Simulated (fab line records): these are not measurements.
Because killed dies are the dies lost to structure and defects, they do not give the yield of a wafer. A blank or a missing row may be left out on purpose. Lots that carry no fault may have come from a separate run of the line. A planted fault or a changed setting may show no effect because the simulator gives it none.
Which tool did it? | flow n5 finfet | 30 wafers from 11 lots sampled at 6 of the route's 1938 steps

## WHAT THE GAUGES SHOWED, per wafer
N5_BEOL_M4_RC_MEAS_101.
lot  | measured     | on        | DIBL_N (mV/V)  | DIBL_P (mV/V)  | IOFF_N (nA/um) | IOFF_P (nA/um) | ION_N (uA/um) | ION_P (uA/um) | SS_N (mV/dec)  | SS_P (mV/dec)  | VT_N (mV)   | VT_P (mV)
L756 | day 8 17:21  | prober-02 | 37.6 40.3 36.1 | 37.9 40.5 35.1 | 0.16 0.23 0.15 | 0.23 0.27 0.18 | 671 691 666   | 455 471 453   | 71.6 71.8 70.9 | 73.9 75.4 73.0 | 248 243 251 | -250 -247 -253
L755 | day 8 17:50  | prober-01 | 37.7 36.6 37.5 | 37.9 37.3 37.5 | 0.21 0.18 0.19 | 0.25 0.23 0.23 | 689 679 683   | 467 465 461   | 72.5 71.9 72.7 | 74.7 74.8 73.5 | 244 248 246 | -249 -250 -251
L759 | day 9 01:02  | prober-01 | 34.2 34.4      | 34.7 34.6      | 0.15 0.15      | 0.20 0.20      | 675 676       | 464 471       | 70.5 70.9      | 72.9 73.6      | 249 250     | -249 -248
L760 | day 9 17:25  | prober-02 | 38.1 35.4 39.0 | 38.5 33.8 39.9 | 0.20 0.14 0.22 | 0.25 0.18 0.28 | 687 670 688   | 464 456 473   | 71.9 71.4 72.3 | 73.6 72.7 74.6 | 246 251 245 | -249 -252 -248
L763 | day 10 21:35 | prober-01 | 36.3 36.0 35.0 | 34.0 33.9 32.9 | 0.13 0.13 0.12 | 0.17 0.16 0.16 | 664 671 658   | 456 453 458   | 70.8 70.9 71.3 | 72.6 73.0 72.2 | 253 252 256 | -258 -255 -256
L762 | day 10 22:04 | prober-02 | 34.9 35.3 34.3 | 34.9 33.9 33.7 | 0.15 0.15 0.14 | 0.20 0.19 0.19 | 681 666 667   | 470 458 469   | 71.3 71.8 71.0 | 73.2 72.7 72.7 | 247 249 250 | -250 -248 -253
L766 | day 12 10:33 | prober-02 | 35.0 35.8      | 34.6 35.2      | 0.12 0.13      | 0.17 0.18      | 667 664       | 456 452       | 71.5 71.1      | 72.6 72.2      | 256 254     | -254 -252
L774 | day 13 10:07 | prober-01 | 36.8 35.3 35.3 | 38.1 37.1 37.4 | 0.18 0.16 0.17 | 0.22 0.19 0.20 | 676 673 689   | 468 456 470   | 71.6 72.2 72.2 | 73.6 72.8 72.9 | 248 251 249 | -252 -254 -252
L772 | day 13 11:59 | prober-01 | 36.4 36.3      | 37.1 36.7      | 0.16 0.17      | 0.21 0.21      | 674 700       | 459 474       | 71.1 71.9      | 73.2 73.1      | 250 247     | -251 -251
L777 | day 14 21:52 | prober-01 | 33.3 37.5 36.8 | 33.5 38.2 36.7 | 0.13 0.19 0.18 | 0.15 0.21 0.20 | 663 677 680   | 460 459 460   | 71.1 72.0 71.3 | 72.2 73.9 73.4 | 250 248 244 | -253 -250 -252
L778 | day 15 11:43 | prober-01 | 36.4 34.1 34.1 | 35.3 32.6 32.6 | 0.16 0.13 0.13 | 0.21 0.17 0.18 | 669 673 676   | 459 464 466   | 71.8 71.4 71.1 | 73.7 72.4 73.0 | 250 253 251 | -250 -253 -252

N5_MIM_BOT_LITHO_OVL_MEAS_11.
lot  | measured     | on         | MIM_BOT_OVL (nm)
L756 | day 12 17:02 | overlay-01 | 0 7 8
L755 | day 13 08:04 | overlay-02 | -4 0 -2
L759 | day 13 21:33 | overlay-01 | 5 5
L760 | day 14 18:23 | overlay-02 | 9 10 12
L763 | day 15 08:14 | overlay-01 | 2 1 2
L762 | day 14 22:32 | overlay-01 | -2 -2 -4
L766 | day 16 21:27 | overlay-01 | 6 4
L774 | day 17 17:17 | overlay-02 | 3 10 9
L772 | day 17 20:43 | overlay-01 | 9 10
L777 | day 19 04:41 | overlay-01 | 4 9 6
L778 | day 19 23:58 | overlay-01 | 7 5 2

N5_PASSIVATION_INSPECT_57: inspects for defects (macro).
lot  | measured     | on                | raw defect count
L756 | day 13 03:36 | defect inspect-01 | 2 1 0
L755 | day 13 17:04 | defect inspect-02 | 1 2 3
L759 | day 14 08:44 | defect inspect-01 | 2 3
L760 | day 15 04:13 | defect inspect-01 | 4 1 0
L763 | day 15 18:22 | defect inspect-02 | 1 1 2
L762 | day 15 09:15 | defect inspect-01 | 2 6 3
L766 | day 17 06:57 | defect inspect-01 | 3 1
L774 | day 18 01:58 | defect inspect-02 | 0 3
L772 | day 18 06:27 | defect inspect-01 | 0 4
L777 | day 19 13:16 | defect inspect-01 | 0 4 2
L778 | day 20 09:26 | defect inspect-01 | 4 0 1

## WHICH TOOL RAN EACH LOT (tool, then ch and the chambers of the sampled wafers, then the start)
lot  | N5_PASSIVATION_ETCH_15             | N5_PASSIVATION_PECVD_35         | N5_PASSIVATION_PROBE_49
L756 | rie diel-06 ch 0,2,3, day 12 20:59 | pecvd-01 ch 0,1,2, day 12 23:34 | -
L755 | rie diel-06 ch 2,3, day 13 10:05   | pecvd-01 ch 1,2, day 13 12:50   | -
L759 | rie diel-05 ch 0,2, day 14 01:59   | pecvd-03 ch 0,2, day 14 04:19   | -
L760 | rie diel-06 ch 0,2,3, day 14 21:07 | pecvd-03 ch 1,2, day 14 23:41   | -
L763 | rie diel-02 ch 0,1,3, day 15 11:05 | pecvd-03 ch 0,1, day 15 14:19   | -
L762 | rie diel-02 ch 1,2,3, day 15 00:23 | pecvd-04 ch 0,2, day 15 05:13   | -
L766 | rie diel-06 ch 1,2, day 16 23:39   | pecvd-04 ch 1, day 17 02:54     | -
L774 | rie diel-02 ch 0,2, day 17 19:10   | pecvd-01 ch 0,2, day 17 21:37   | prober-02, day 18 01:40
L772 | rie diel-05 ch 1,3, day 17 22:56   | pecvd-01 ch 0,1, day 18 02:10   | -
L777 | rie diel-06 ch 0,1, day 19 06:46   | pecvd-01 ch 0,1,2, day 19 09:13 | -
L778 | rie diel-05 ch 0,1,3, day 20 02:10 | pecvd-03 ch 0,1, day 20 05:15   | -
- N5_PASSIVATION_ETCH_15: etches SiCN in CF4/N2, target depth 75 nm, time 81.2 s.
- N5_PASSIVATION_PECVD_35: deposits SiNx from SiH4/NH3/N2, target thk 700 nm, time 151.3 s.
- N5_PASSIVATION_PROBE_49

## AS READ BY THE TOOLS THEMSELVES (means over the sampled wafers that have a number; for cases with no such wafer, the mark the record gives instead)
N5_PASSIVATION_ETCH_15.
lot  | tool        | drypump motor current A (A) | oes product au (a.u.) | rf vpp V (V) | showerhead plenum p Torr (Torr) | throttle valve pct (%)
L756 | rie diel-06 | 5.5                         | 0.73                  | 383.0        | 2.23                            | 15.64
L755 | rie diel-06 | 5.6                         | 0.70                  | 383.6        | 2.27                            | 15.63
L759 | rie diel-05 | 5.7                         | 0.81                  | 380.8        | 2.18                            | 15.16
L760 | rie diel-06 | 5.4                         | 0.72                  | 382.7        | 2.22                            | 15.66
L763 | rie diel-02 | 5.5                         | 0.77                  | 381.6        | 2.19                            | 15.57
L762 | rie diel-02 | 5.8                         | 0.79                  | 381.4        | 2.15                            | 15.43
L766 | rie diel-06 | 6.1                         | 0.80                  | 382.8        | 2.21                            | 15.37
L774 | rie diel-02 | 5.4                         | 0.62                  | 382.4        | 2.24                            | 15.80
L772 | rie diel-05 | 5.3                         | 0.90                  | 383.0        | 2.21                            | 15.27
L777 | rie diel-06 | 6.1                         | 0.84                  | 380.4        | 2.14                            | 15.39
L778 | rie diel-05 | 5.3                         | 0.84                  | 381.4        | 2.17                            | 15.29

N5_PASSIVATION_PECVD_35.
lot  | tool     | chamber pressure Torr (Torr) | heater power w (W) | showerhead plenum p Torr (Torr) | throttle valve pct (%)
L756 | pecvd-01 | 4.903                        | 324                | 8.67                            | 28.1
L755 | pecvd-01 | 4.894                        | 319                | 8.62                            | 29.3
L759 | pecvd-03 | 4.896                        | 332                | 8.54                            | 28.6
L760 | pecvd-03 | 4.901                        | 469                | 8.61                            | 28.7
L763 | pecvd-03 | 4.896                        | 395                | 8.63                            | 28.4
L762 | pecvd-04 | 4.901                        | 246                | 8.77                            | 29.1
L766 | pecvd-04 | 4.892                        | 233                | 8.64                            | 29.9
L774 | pecvd-01 | 4.908                        | 389                | 8.68                            | 27.8
L772 | pecvd-01 | 4.895                        | 393                | 8.70                            | 28.0
L777 | pecvd-01 | 4.892                        | 335                | 8.68                            | 28.3
L778 | pecvd-03 | 4.897                        | 372                | 8.62                            | 28.5

N5_PASSIVATION_PROBE_49.
lot  | tool      | defect limited yield (%) | killed_at_M0_to_M3 | killed_at_M4_up | killed at contacts | killed at front end | killed at other | killed dies | killed on rim | killed open | killed short | sort_bin_5_function (%) | sort_bin_6_memory (%) | sort n pass | sort yield pct (%)
L774 | prober-02 | 56.6                     | 52                 | 13              | 13                 | 52                  | 382             | 512         | 75            | 79          | 50           | 38.8                    | 4.2                   | 668         | 56.6

## THE ANSWER, worked out from the rows above alone
Rule: the usual values come from the lots themselves. Put in order of their means at a reading, lots are off if they are a third of the lots or fewer, leave a main group of 4 or more, and stand apart from it by a gap of 3 or more times the standard deviation of the main group's means; of several such gaps the widest counts. The tables above print the reading to a certain number of digits; a main group whose means all agree to those digits is not used. A lot without any number at a reading at which 4 lots or more have one is off too. Where the step has rows for the other lots, those lots are counted as sound. First the gauges in route order, then the tools' own readings, where a lot's mean is used as printed above. The first step at which some lot is off is used, and at that step the reading that is off furthest; a lot without a number counts as furthest.
No lot is off at any reading shown: from this, nothing can be told.

## WHAT THE SIMULATOR HAD PUT IN
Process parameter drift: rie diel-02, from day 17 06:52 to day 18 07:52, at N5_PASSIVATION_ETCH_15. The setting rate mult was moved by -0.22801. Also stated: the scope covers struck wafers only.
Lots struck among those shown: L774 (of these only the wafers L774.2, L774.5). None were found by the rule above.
